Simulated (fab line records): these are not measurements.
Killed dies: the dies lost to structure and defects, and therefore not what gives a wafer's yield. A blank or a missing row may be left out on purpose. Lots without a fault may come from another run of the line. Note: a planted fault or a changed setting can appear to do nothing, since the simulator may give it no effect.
Struck lot and sound lot, side by side + flow nand-harc + 11 out of 1302 route steps
Sound: the wafers L118.2, L118.3, L118.5. Struck: wafer L123.5 (left out: L123.3, L123.4 of the same lot, which were not struck); the cause appears at the end.
At each step with rows: each side's tool, then ch and its chambers, then its first start. Under that, the readings that differ: sound wafers + struck wafers + difference of the means + sigmas: that difference in standard deviations of wafers without a fault.
alike: readings with means less than 2 such deviations apart, plus words and numbers identical on both sides. not compared: withheld readings, readings lacking a value on some wafer, bounds such as >300 that could conceal the same value, and numbers that have no deviation in the record and whose values overlap.
A row with sigmas, a row that says differs or no value, or rows on one side alone: a step with any of these is where the two part. Non-overlapping numbers with no deviation appear without sigmas and do not part them. A reading that every wafer of one side lacks parts them only if that side has two wafers or more.

first, 1 step without rows for these wafers: NHARC_A_WL_FILL_CVD_23 (deposits poly-Si, target thk 40 nm, time 800 s).
NHARC_A_WL_FILL_ETCHBACK_26: etches the open film in HBr, target depth 52 nm, time 13.3 s.
  sound on rie-si-05 ch 2,3, day 21 06:08; struck on rie-si-06 ch 3, day 24 03:28
  alike: bias-w, drypump-motor-current-A, oes-product-au, throttle-valve-pct
  not compared: rf-hours-counter-h
then, 2 steps without rows for these wafers: NHARC_A_WL_FILL_PRECLEAN_30 (cleans in dHF, time 10 s); NHARC_A_WL_FILL_SRD_14.
NHARC_A_WL_FILL_ALD_19: deposits TiN, target thk 2 nm, pulse time 3 s, ald cycles 100.
  sound on ald-metal-04 ch 1,2, day 21 06:24; struck on ald-metal-04 ch 3, day 24 03:44
  alike: heater-power-w, precursor-pulse-height-rel
NHARC_A_WL_FILL_CVD_20: deposits W, target thk 100 nm, time 74 s.
  sound on cvd-w-02 ch 0,1; struck on cvd-w-02 ch 1
  alike: chamber-pressure-Torr, heater-power-w, mfc-ar-sccm, throttle-valve-pct
NHARC_A_WL_FILL_CMP_12: polishes, t overpolish 30 s, target thk 100 nm.
  sound on cmp-02 ch 0,1,3, day 21 06:48; struck on cmp-02 ch 2, day 24 04:08
  alike: motor-current-A, overpolish-run-s, retaining-ring-pressure-frac, time-to-endpoint-s
next, for these wafers, 1 step has no rows: NHARC_A_WL_FILL_SRD_31.
NHARC_A_WL_FILL_INSPECT_15:
  sound on defect-inspect-01 at day 21 07:14; struck on defect-inspect-02 at day 24 04:35
| reading          | sound       | struck | difference | sigmas |
|------------------|-------------|--------|------------|--------|
| raw-defect-count | 447 406 484 | 744    | +298       | +2     |
NHARC_A_CONTACT_DEP_24: deposits SiO2, target thk 500 nm.
  sound on pecvd-03 ch 0,1, day 21 07:22; struck on pecvd-03 ch 2, day 24 04:42
| reading                   | sound             | struck | difference | sigmas |
|---------------------------|-------------------|--------|------------|--------|
| mfc-precursor-sccm (sccm) | 161.5 161.8 160.9 | 134.4  | -27.0      | -54    |
| throttle-valve-pct (%)    | 16.2 15.3 16.0    | 15.1   | -0.7       | -2     |
  alike: chamber-pressure-Torr, flow-sccm, heater-power-w
next, for these wafers, 1 step has no rows: NHARC_END_SORT_01.

== WHERE THEY PART ==
First at NHARC_A_WL_FILL_INSPECT_15; last, within this record, at NHARC_A_CONTACT_DEP_24.

WHY: what had been put in by the simulator
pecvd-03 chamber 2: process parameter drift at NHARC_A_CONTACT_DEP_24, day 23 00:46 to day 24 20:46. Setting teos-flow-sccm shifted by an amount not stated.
